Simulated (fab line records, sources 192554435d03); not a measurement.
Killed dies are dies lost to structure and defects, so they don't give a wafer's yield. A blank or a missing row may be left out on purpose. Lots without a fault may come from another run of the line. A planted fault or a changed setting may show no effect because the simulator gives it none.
Which tool did it? | flow n5_finfet | 9 lots, 26 wafers sampled, at 5 steps of a route of 1938

WHAT THE GAUGES READ, wafer by wafer
N5_BEOL_M4_RC_MEAS_101. Usual: DIBL_N 36.5 mV/V, standard deviation 1.4; DIBL_P 36.5 mV/V, standard deviation 1.6; IOFF_N 0.163 nA/um, standard deviation 0.022; IOFF_P 0.219 nA/um, standard deviation 0.029; ION_N 675 uA/um, standard deviation 8.3; ION_P 464 uA/um, standard deviation 6.2; SS_N 71.5 mV/dec, standard deviation 0.52; SS_P 73.4 mV/dec, standard deviation 0.57; VT_N 249.7 mV, standard deviation 2.6; VT_P -250 mV, standard deviation 3.
lot  | measured     | on        | DIBL_N (mV/V)  | DIBL_P (mV/V)  | IOFF_N (nA/um)    | IOFF_P (nA/um)    | ION_N (uA/um) | ION_P (uA/um) | SS_N (mV/dec)  | SS_P (mV/dec)  | VT_N (mV)         | VT_P (mV)      | flag
L880 | day 7 20:59  | prober-02 | 35.8 38.3 36.7 | 35.3 37.5 37.0 | 0.140 0.177 0.152 | 0.185 0.224 0.201 | 661 671 670   | 459 462 465   | 71.2 72.1 71.2 | 72.5 73.1 72.9 | 250.8 248.6 249.0 | -250 -247 -249 |
L883 | day 9 04:06  | prober-02 | 35.5 36.6 34.2 | 37.1 38.6 34.9 | 0.148 0.168 0.125 | 0.205 0.224 0.172 | 671 675 659   | 465 460 456   | 71.2 71.8 70.9 | 73.5 73.5 72.6 | 253.1 249.6 253.6 | -252 -252 -254 |
L884 | day 9 19:38  | prober-02 | 38.0 37.2 37.7 | 38.5 37.4 38.7 | 0.187 0.190 0.194 | 0.234 0.208 0.236 | 682 691 687   | 462 466 461   | 72.1 72.5 72.0 | 74.0 72.4 73.9 | 247.6 245.4 246.8 | -249 -251 -251 |
L886 | day 9 16:14  | prober-02 | 33.4 35.9 33.5 | 33.0 36.4 33.4 | 0.120 0.169 0.123 | 0.162 0.212 0.164 | 675 688 666   | 459 473 457   | 71.2 72.3 71.3 | 72.3 73.6 72.5 | 252.0 247.8 251.7 | -251 -249 -254 |
L888 | day 9 22:42  | prober-01 | 33.8 36.2 35.3 | 32.7 35.5 34.8 | 0.120 0.155 0.140 | 0.196 0.244 0.230 | 666 671 676   | 468 464 472   | 71.6 71.3 71.5 | 72.4 73.1 72.8 | 251.9 249.2 250.8 | -247 -247 -248 |
L895 | day 12 15:24 | prober-01 | 38.6 38.4      | 37.1 36.5      | 0.181 0.177       | 0.226 0.205       | 682 665       | 462 450       | 72.3 71.2      | 73.7 73.2      | 246.5 249.0       | -251 -254      |
L898 | day 12 19:00 | prober-01 | 37.9 38.4 39.1 | 38.8 39.5 39.8 | 0.177 0.187 0.197 | 0.227 0.243 0.247 | 684 682 685   | 464 465 468   | 71.6 71.8 71.8 | 73.8 74.3 74.1 | 247.7 247.3 247.4 | -250 -249 -246 |
L901 | day 13 10:22 | prober-01 | 35.9 34.6 36.0 | 37.2 35.2 37.6 | 0.158 0.136 0.166 | 0.203 0.166 0.203 | 675 668 682   | 467 458 463   | 71.4 70.9 71.8 | 73.2 73.3 73.5 | 251.6 251.9 249.8 | -253 -258 -252 |
L902 | day 13 22:22 | prober-02 | 35.7 33.3 35.0 | 37.9 34.6 36.6 | 0.170 0.127 0.151 | 0.230 0.184 0.217 | 681 675 675   | 472 467 465   | 72.5 71.0 71.1 | 73.4 72.6 73.3 | 250.1 252.1 250.0 | -248 -251 -249 |

WHICH TOOL RAN EACH LOT (tool, then ch and the chambers of the sampled wafers, then the start)
lot  | N5_HKMG_FIN_ETCH_35               | N5_HKMG_FIN_NWFM_ALD_20            | N5_HKMG_FIN_STRIP_90              | N5_HKMG_FIN_CMP_94
L880 | rie_diel-01 ch 0,1,2, day 4 06:48 | ald_metal-04 ch 0,3, day 4 08:40   | rie_diel-01 ch 0,1, day 4 09:10   | cmp-02 ch 0,3, day 4 10:52
L883 | rie_diel-02 ch 2,3, day 5 01:17   | ald_metal-01 ch 1,2, day 5 03:08   | rie_diel-01 ch 0,2,3, day 5 03:43 | cmp-04 ch 1,2, day 5 05:33
L884 | rie_diel-02 ch 0,2,3, day 5 03:16 | ald_metal-01 ch 0,2,3, day 5 05:12 | rie_diel-05 ch 2,3, day 5 05:42   | cmp-04 ch 0,1,2, day 5 07:29
L886 | rie_diel-02 ch 0,1,2, day 5 17:46 | ald_metal-01 ch 0,3, day 5 19:25   | rie_diel-05 ch 0,2, day 5 19:55   | cmp-04 ch 0,2, day 5 21:38
L888 | rie_diel-05 ch 0,2,3, day 6 03:51 | ald_metal-03 ch 0,2, day 6 05:44   | rie_diel-01 ch 0,1,2, day 6 06:14 | cmp-01 ch 1,2,3, day 6 08:00
L895 | rie_diel-05 ch 0,2, day 8 08:53   | ald_metal-01 ch 0,2, day 8 10:32   | rie_diel-05 ch 2,3, day 8 11:14   | cmp-01 ch 0,2, day 8 13:13
L898 | rie_diel-02 ch 0,2,3, day 8 16:03 | ald_metal-04 ch 0,1,3, day 8 17:43 | rie_diel-05 ch 0,2,3, day 8 18:23 | cmp-02 ch 1,3, day 8 20:14
L901 | rie_diel-02 ch 0,1, day 9 08:43   | ald_metal-04 ch 0,2,3, day 9 10:25 | rie_diel-02 ch 0,1,3, day 9 10:56 | cmp-02 ch 0,1,3, day 9 12:44
L902 | rie_diel-02 ch 0,1,3, day 9 17:10 | ald_metal-03 ch 0,1,3, day 9 18:56 | rie_diel-02 ch 0,2,3, day 9 19:26 | cmp-02 ch 0,1,3, day 9 21:10
- N5_HKMG_FIN_ETCH_35: etches SOC in N2/H2, target depth 215.8 nm, time 243.4 s.
- N5_HKMG_FIN_NWFM_ALD_20: deposits TiAlC, target thk 2 nm, pulse time 3 s, purge time 2 s.
- N5_HKMG_FIN_STRIP_90: strips SOC in N2/H2, time 20 s.
- N5_HKMG_FIN_CMP_94: polishes, stops on SiNx, t overpolish 4.7 s, target thk 43.299 nm.

WHAT THE TOOLS THEMSELVES READ (means of the sampled wafers that have a number; where no wafer has one, the mark that the record gives instead)
N5_HKMG_FIN_ETCH_35. Usual: drypump_motor_current_A 5.8 A, standard deviation 0.43; oes_product_au 0.76 a.u., standard deviation 0.06; rf_vpp_V 141.4 V, standard deviation 0.82; showerhead_plenum_p_Torr 2.52 Torr, standard deviation 0.039; throttle_valve_pct 17.90 %, standard deviation 0.24.
lot  | tool        | drypump_motor_current_A (A) | oes_product_au (a.u.) | rf_vpp_V (V) | showerhead_plenum_p_Torr (Torr) | throttle_valve_pct (%) | flag
L880 | rie_diel-01 | 6.0                         | 0.78                  | 141.4        | 2.51                            | 17.84                  |
L883 | rie_diel-02 | 6.0                         | 0.76                  | 141.3        | 2.56                            | 18.04                  |
L884 | rie_diel-02 | 5.9                         | 0.79                  | 141.7        | 2.53                            | 17.89                  |
L886 | rie_diel-02 | 5.9                         | 0.77                  | 141.4        | 2.52                            | 17.89                  |
L888 | rie_diel-05 | 5.3                         | 0.71                  | 141.2        | 2.49                            | 17.99                  |
L895 | rie_diel-05 | 5.1                         | 0.71                  | 141.1        | 2.47                            | 17.91                  |
L898 | rie_diel-02 | 5.9                         | 0.77                  | 140.8        | 2.52                            | 17.94                  |
L901 | rie_diel-02 | 5.9                         | 0.73                  | 141.4        | 2.52                            | 17.75                  |
L902 | rie_diel-02 | 5.9                         | 0.75                  | 142.0        | 2.52                            | 17.77                  |

N5_HKMG_FIN_NWFM_ALD_20. Usual: heater_power_w 508 W, standard deviation 53; precursor_pulse_height_rel 1.002, standard deviation 0.019.
lot  | tool         | heater_power_w (W) | precursor_pulse_height_rel | flag
L880 | ald_metal-04 | 511                | 1.011                      |
L883 | ald_metal-01 | 564                | 0.983                      |
L884 | ald_metal-01 | 499                | 0.998                      |
L886 | ald_metal-01 | 497                | 0.995                      |
L888 | ald_metal-03 | 559                | 0.987                      |
L895 | ald_metal-01 | 531                | 0.999                      |
L898 | ald_metal-04 | 515                | 1.017                      |
L901 | ald_metal-04 | 485                | 0.991                      |
L902 | ald_metal-03 | 454                | 1.012                      |

N5_HKMG_FIN_STRIP_90. Usual: drypump_motor_current_A 5.7 A, standard deviation 0.48; oes_product_au 0.75 a.u., standard deviation 0.07; power_w 500.0 W, standard deviation 1.5; rf_vpp_V 54.1 V, standard deviation 0.83; showerhead_plenum_p_Torr 3.31 Torr, standard deviation 0.049; throttle_valve_pct 19.01 %, standard deviation 0.29.
lot  | tool        | drypump_motor_current_A (A) | oes_product_au (a.u.) | power_w (W) | rf_vpp_V (V) | showerhead_plenum_p_Torr (Torr) | throttle_valve_pct (%) | flag
L880 | rie_diel-01 | 6.0                         | 0.78                  | 499.7       | 54.1         | 3.32                            | 18.92                  |
L883 | rie_diel-01 | 5.7                         | 0.79                  | 500.8       | 54.5         | 3.33                            | 18.97                  |
L884 | rie_diel-05 | 5.6                         | 0.73                  | 498.7       | 53.9         | 3.30                            | 19.16                  |
L886 | rie_diel-05 | 5.1                         | 0.71                  | 499.5       | 54.9         | 3.30                            | 18.97                  |
L888 | rie_diel-01 | 6.0                         | 0.76                  | 500.0       | 54.3         | 3.31                            | 18.92                  |
L895 | rie_diel-05 | 5.5                         | 0.78                  | 583.4       | 54.4         | 3.27                            | 19.20                  | OFF
L898 | rie_diel-05 | 5.3                         | 0.77                  | 585.4       | 54.3         | 3.28                            | 19.12                  | OFF
L901 | rie_diel-02 | 5.9                         | 0.76                  | 499.5       | 54.5         | 3.32                            | 18.84                  |
L902 | rie_diel-02 | 5.9                         | 0.75                  | 500.5       | 54.2         | 3.32                            | 19.05                  |

N5_HKMG_FIN_CMP_94. Usual: motor_current_A 11.2 A, standard deviation 0.77.
lot  | tool   | motor_current_A (A) | flag
L880 | cmp-02 | 10.8                |
L883 | cmp-04 | 11.8                |
L884 | cmp-04 | 11.8                |
L886 | cmp-04 | 11.7                |
L888 | cmp-01 | 10.6                |
L895 | cmp-01 | 11.8                |
L898 | cmp-02 | 11.2                |
L901 | cmp-02 | 11.5                |
L902 | cmp-02 | 11.1                |

THE ANSWER, worked out from the rows above alone
Rule: a lot is off if the mean of its wafers that have a number lies more than 3 standard deviations from the usual mean. A lot without any number at a reading at which 4 lots or more have one is off too. The other lots that the step has rows for count as sound. The gauges are gone through in route order, then the tools' own readings, and for those a lot's mean is taken as printed above. The first step at which some lot is off is used, and at that step the reading that is off furthest; a lot without a number counts as furthest.
Off: L895, L898, at N5_HKMG_FIN_STRIP_90 (power_w).
A tool fits if, at that step or a process step before it, it ran every lot that is off, and no sound lot after the first of them. One fits: rie_diel-05 at N5_HKMG_FIN_STRIP_90. Its last sound lot is L886 (day 5 19:55), its first lot that is off L895 (day 8 11:14): a fault that began between those two fits.
The tool's own readings at N5_HKMG_FIN_STRIP_90 bear it out: on the lots that are off they differ by more than 5 times the standard deviation of the sound lots' means. power_w reads 584.4 W there against 499.8 W on the sound lots.

WHAT THE SIMULATOR HAD PUT IN
Process parameter drift: rie_diel-05, from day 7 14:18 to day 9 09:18, at N5_HKMG_FIN_STRIP_90. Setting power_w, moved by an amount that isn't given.
Lots struck among those shown: L895, L898. The rule above found the same.
